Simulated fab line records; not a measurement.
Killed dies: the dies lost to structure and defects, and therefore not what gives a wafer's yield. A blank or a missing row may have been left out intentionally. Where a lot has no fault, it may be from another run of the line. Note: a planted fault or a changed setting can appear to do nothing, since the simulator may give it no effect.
The same fault as seen by 2 desks ; flow n5Finfet ; only its own numbers are on each desk; what lay behind them is given at the end

## TOOL OWNER'S DESK, lithoTrack-01
The tool's own readings at N5_HKMG_FIN_COAT_66 (time 60 s, resist thk 300 nm): means of the sampled wafers that have a number, for each lot that ran on this tool. Marked OUT: a lot whose mean sits more than 4 standard deviations from the usual mean, which makes it out of limits; the brackets give that distance.
Columns: A = spinSpeedRpm at N5_HKMG_FIN_COAT_66, usual 1500.1 rpm
lot;first seen here;A
L342;day 4 20:52;1499.9
L343;day 4 22:32;1501.6
L349;day 6 14:02;1607.7 (+98) OUT
L351;day 7 00:41;1607.5 (+98) OUT
L363;day 9 22:37;1498.6
Finding of this desk: L349, L351 out of limits; the first was L349 at day 6 14:02, on spinSpeedRpm at N5_HKMG_FIN_COAT_66. L342, L343, L363: within limits.

## METROLOGY DESK
Means of the sampled wafers that have a number, per lot and without regard to the tool the lot ran on: this is what the gauges read. Marked OUT: a lot whose mean sits more than 4 standard deviations from the usual mean, which makes it out of limits; the brackets give that distance. 7 of its 11 readings are shown, namely those furthest out on some lot.
Columns: A = DIBL_N at N5_BEOL_M4_RC_MEAS_101, usual 36.8 mV/V; B = DIBL_P at N5_BEOL_M4_RC_MEAS_101, usual 37.1 mV/V; C = IOFF_P at N5_BEOL_M4_RC_MEAS_101, usual 0.22 nA/um; D = ION_N at N5_BEOL_M4_RC_MEAS_101, usual 679 uA/um; E = ION_P at N5_BEOL_M4_RC_MEAS_101, usual 466 uA/um; F = VT_N at N5_BEOL_M4_RC_MEAS_101, usual 248.8 mV; G = VT_P at N5_BEOL_M4_RC_MEAS_101, usual -250 mV
lot;first seen here;A;B;C;D;E;F;G
L342;day 4 17:49;37.0;36.1;0.20;675;461;248.4;-251
L343;day 4 19:19;37.5;37.7;0.27;694;482;248.2;-245
L349;day 6 11:37;37.1;38.3;0.20;680;457;248.2;-255
L351;day 6 22:14;34.5;33.3;0.17;667;458;251.8;-254
L353;day 7 10:19;35.4;33.9;0.21;669;465;249.1;-250
L358;day 8 13:58;38.0;38.0;0.24;694;476;245.0;-248
L359;day 8 23:05;35.3;36.0;0.19;666;458;251.1;-252
L361;day 9 08:22;37.8;37.8;0.24;698;475;248.1;-249
L363;day 9 19:58;37.0;36.8;0.22;674;464;250.4;-248
This desk's verdict: no lot among the 9 shows anything out of limits.

## BROUGHT TOGETHER
At day 6 14:02, on L349, L351, the tool owner's desk was in a position to raise an alarm.
Metrology desk: nothing out of limits seen.
The metrology desk holds a record of L349, L351, inside its limits.
N5_HKMG_FIN_COAT_66 was run on lithoTrack-01 by each of the lots named.

## WHAT THE SIMULATOR HAD PUT IN
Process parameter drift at N5_HKMG_FIN_COAT_66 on lithoTrack-01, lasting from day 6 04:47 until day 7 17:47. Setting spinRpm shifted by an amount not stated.
Shown lots that were struck: L349, L351.
Time in hours from fault onset to the first out-of-limits reading at each desk: the tool owner's desk, 9.
